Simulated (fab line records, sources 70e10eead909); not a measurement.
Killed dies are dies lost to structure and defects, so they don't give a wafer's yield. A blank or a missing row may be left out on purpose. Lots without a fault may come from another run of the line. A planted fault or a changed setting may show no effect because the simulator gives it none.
A struck lot beside a sound one | flow nand_harc | 18 steps out of a route of 1159
Sound: wafers L667.3, L667.4, L667.6. Struck: wafers L671.1, L671.4, L671.6. The cause comes at the end.
At each step with rows: each side's tool, then ch and its chambers, then its first start. Under that, the readings that differ: sound wafers | struck wafers | difference of the means | sigmas: that difference in standard deviations of wafers without a fault.
alike: readings whose means differ by less than 2 such deviations, and words and numbers that are the same on both sides. not compared: withheld readings, readings that some wafer has no value for, bounds like >300 that may hide the same value, and numbers for which the record gives no deviation and whose values overlap.
The two part at a step that has a row with sigmas, a row that says differs or no value, or rows on one side only. Numbers that don't overlap but have no deviation are shown without sigmas and don't part them. A reading that every wafer of one side lacks parts them only if that side has two wafers or more.

first, 1 step without rows for these wafers: NHARC_A_M0_SRD_25.
NHARC_A_M0_INSPECT_27:
  sound on defect_inspect-01, day 18 10:28; struck on defect_inspect-02, day 20 08:05
  alike: raw_defect_count
NHARC_A_M0_PRE_CLEAN_31: time 12 s.
  sound on pecvd-04 ch 0,1,2, day 18 10:32; struck on pecvd-04 ch 0,1, day 20 08:10
  alike: heater_power_w
NHARC_A_M0_DEP_32: deposits SiCN, target thk 30 nm.
  sound on pecvd-04 ch 0,1,2, day 18 10:37; struck on pecvd-04 ch 0,1, day 20 08:14
  alike: heater_power_w
then, 7 steps without rows for these wafers: NHARC_A_M1_DEP_00 (deposits SiOC, target thk 182.5 nm); NHARC_A_M1_DEHYDRATE_01 (time 120 s); NHARC_A_M1_HMDS_02 (time 30 s); NHARC_A_M1_COAT_34 (time 65 s); NHARC_A_M1_COAT_03 (resist thk 90 nm); NHARC_A_M1_SOFTBAKE_04 (time 55 s); NHARC_A_M1_EBR_05.
NHARC_A_M1_EXPOSE_06: exposes mask A M1, target cd 120 nm.
  sound on arfi_scanner-03 ch 0, day 18 11:42; struck on arfi_scanner-03 ch 0, day 20 09:20
  reading                      | sound                | struck            | difference | sigmas
  model.A_M1.overlay_x_nm (nm) | 0.5413 0.5413 0.5413 | 10.23 10.23 10.23 | +9.69      |
  alike: mask, reticle_temp_C
then, 2 steps without rows for these wafers: NHARC_A_M1_PEB_07 (peb time 65 s); NHARC_A_M1_DEVELOP_08 (develop time 35 s).
NHARC_A_M1_CD_MEAS_09: target cd 120 nm.
  sound on cd_sem-03 ch 0, day 18 11:50; struck on cd_sem-02 ch 0, day 20 09:28
  alike: cd_nm
NHARC_A_M1_OVL_MEAS_10: pitch 240 nm.
  sound on overlay-01, day 18 11:55; struck on overlay-02, day 20 09:34
  reading           | sound       | struck         | difference | sigmas
  overlay_x_nm (nm) | 0.1 0.4 0.9 | 10.2 10.4 10.0 | +9.7       | +13
  overlay_y_nm (nm) | 0.3 0.2 0.6 | -1.1 -0.9 -1.3 | -1.5       | -2
NHARC_A_M1_INSPECT_11:
  sound on defect_inspect-02, day 18 11:58; struck on defect_inspect-01, day 20 09:36
  alike: raw_defect_count
NHARC_END_SORT_01:
  the record has rows for the sound wafers here (prober-01 ch 0, day 20 07:51) and none for the struck ones

WHERE THEY PART
First at NHARC_A_M1_OVL_MEAS_10; last, within this record, at NHARC_END_SORT_01.

WHY: what the simulator had put in
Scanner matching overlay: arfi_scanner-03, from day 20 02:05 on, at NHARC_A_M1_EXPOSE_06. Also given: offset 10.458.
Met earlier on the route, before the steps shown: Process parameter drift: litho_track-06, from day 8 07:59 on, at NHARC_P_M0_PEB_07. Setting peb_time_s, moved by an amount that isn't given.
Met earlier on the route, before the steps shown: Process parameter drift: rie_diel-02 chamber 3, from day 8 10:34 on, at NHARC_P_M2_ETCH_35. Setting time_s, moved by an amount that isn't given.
